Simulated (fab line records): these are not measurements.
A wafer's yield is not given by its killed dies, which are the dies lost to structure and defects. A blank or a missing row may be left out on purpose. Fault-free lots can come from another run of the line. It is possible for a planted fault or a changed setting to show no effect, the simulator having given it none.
Split-lot study    flow n5-finfet    on a route of 1938 steps: 7 lots, 21 wafers read

THE SPLIT ITSELF
At N5_FIN_CUT_EXPOSE_05 (exposes mask FIN CUT), the setting dose-mj was moved away from the recipe's 45.75 on 8 of the 21 wafers read, by -6.9% to +3.2%. The other wafers ran this setting at the recipe's value.

FROM THE SPLIT TO THE READING: what the file shows between them, 10 steps
- N5_FIN_CUT_PEB_06: peb time 60 s
- N5_FIN_CUT_DEVELOP_07: develop time 30 s
- N5_FIN_CUT_DESCUM_13: chemistry O2, time 7 s
- N5_FIN_CUT_ETCH_30: etches underlayer in N2/H2, target depth 13 nm, time 10.4 s
- N5_FIN_CUT_ETCH_20: etches SiARC in CF4, target depth 26 nm, time 43.3 s
- N5_FIN_CUT_ETCH_21: etches SOC in N2/H2, target depth 219 nm, overetch 43.8 nm, time 523.5 s (also split here: h2-flow-sccm)
- N5_FIN_CUT_STRIP_23: strips in N2/H2
- N5_FIN_CUT_STRIP_31: strips in N2/H2
- N5_FIN_CUT_STRIP_24: strips in CF4
- N5_FIN_CUT_CUT_ETCH_26: etches SiNx in CH3F/O2, target depth 39 nm, time 55.7 s

THE READING
FIN_CUT.cd-offset-nm (the simulator's own value, which no gauge read), in nm, at N5_FIN_CUT_CUT_ETCH_27 (etches SiO2 in CHF3/O2, target depth 4 nm, overetch 2 nm, time 4.9 s). The file gives no usual value for it. Average 0.1 nm, standard deviation 0.25 nm, over the 13 wafers here run with the recipe.

wafer   tool, chamber at the split  dose-mj as run  against the recipe  FIN_CUT.cd-offset-nm, nm  against lot-mates on the recipe
L074.2  euv-scanner-02, 0           45.75           recipe              -0.2                      -
L074.4  euv-scanner-02, 0           45.75           recipe              0.6                       -
L074.6  euv-scanner-02, 0           45.75           recipe              0.4                       -
L075.1  euv-scanner-02, 0           44.3            -3.2%               -0.6                      -0.8
L075.3  euv-scanner-02, 0           45.75           recipe              0.2                       -
L075.6  euv-scanner-02, 0           44.3            -3.2%               -0.4                      -0.6
L077.3  euv-scanner-01, 0           47.22           +3.2%               0.6                       +0.8
L077.4  euv-scanner-01, 0           47.22           +3.2%               0.2                       +0.4
L077.6  euv-scanner-01, 0           45.75           recipe              -0.2                      -
L082.1  euv-scanner-02, 0           44.6            -2.5%               -0.8                      -0.6
L082.2  euv-scanner-02, 0           45.75           recipe              0                         -
L082.3  euv-scanner-02, 0           45.75           recipe              -0.4                      -
L086.2  euv-scanner-02, 0           45.75           recipe              0                         -
L086.6  euv-scanner-02, 0           45.75           recipe              0                         -
L086.5  euv-scanner-02, 0           45.75           recipe              0.2                       -
L090.1  euv-scanner-01, 0           42.58           -6.9%               -1.2                      -1.3
L090.3  euv-scanner-01, 0           45.75           recipe              0.2                       -
L090.5  euv-scanner-01, 0           45.75           recipe              0                         -
L092.1  euv-scanner-01, 0           45.75           recipe              0.2                       -
L092.4  euv-scanner-01, 0           44.75           -2.2%               -0.4                      -0.6
L092.5  euv-scanner-01, 0           44.75           -2.2%               -0.2                      -0.4

THE FIT
A straight line over all 21 wafers: FIN_CUT.cd-offset-nm changes by +0.169 nm for each +1% of dose-mj; r = +0.83; the points scatter about the line by 0.25 nm.
The same after taking each lot's own level away (the mean of its wafers on the recipe; 21 wafers): +0.198 nm for each +1%; r = +0.93; scatter 0.18 nm.
According to that fit, moving dose-mj by its largest amount changes the reading by 1.4 nm.
Across the lots, their own levels run from -0.20 to 0.27 nm, a range of 1.8 times the standard deviation given above.
Hence the slope depends on the lot-to-lot level, as the two fits are not the same.
Check: for one of the wafers moved furthest among these (-6.9%), held out of the fit, the line's prediction against its lot-mates is -1.47 nm. It came out at -1.3 nm against them.

OTHER SPLITS APPLIED TO THESE WAFERS
Other splits were also applied to these wafers ahead of the reading. Each is held against what the fit with the lots' levels taken away leaves over:
other split on the same wafers   wafers away from the commonest value  r with FIN_CUT.cd-offset-nm (lot level and that fit taken away)
N5_WELL_APT_COAT_19 spin-rpm     10                                    -0.19
N5_FIN_CUT_ETCH_21 h2-flow-sccm  6                                     +0.19

THE WHOLE CHAIN: every reading that the file lists as answering this split, in the file's order
step                    what it does                                                          reading                                                                change (the file's fit)                r (the file's)
N5_FIN_CUT_ETCH_30      etches underlayer in N2/H2, target depth 13 nm, time 10.4 s           FIN_CUT.cd-offset-nm (the simulator's own value, which no gauge read)  +0.154 nm for each +1% of the setting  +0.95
N5_FIN_CUT_ETCH_20      etches SiARC in CF4, target depth 26 nm, time 43.3 s                  FIN_CUT.cd-offset-nm (the simulator's own value, which no gauge read)  +0.171 nm for each +1% of the setting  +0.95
N5_FIN_CUT_CUT_ETCH_26  etches SiNx in CH3F/O2, target depth 39 nm, time 55.7 s               FIN_CUT.cd-offset-nm (the simulator's own value, which no gauge read)  +0.185 nm for each +1% of the setting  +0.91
N5_FIN_CUT_CUT_ETCH_27  etches SiO2 in CHF3/O2, target depth 4 nm, overetch 2 nm, time 4.9 s  FIN_CUT.cd-offset-nm (the simulator's own value, which no gauge read)  +0.198 nm for each +1% of the setting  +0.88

THE FILE'S OWN FIT
FIN_CUT.cd-offset-nm changes by +0.198 nm for each +1% of dose-mj, r = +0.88.
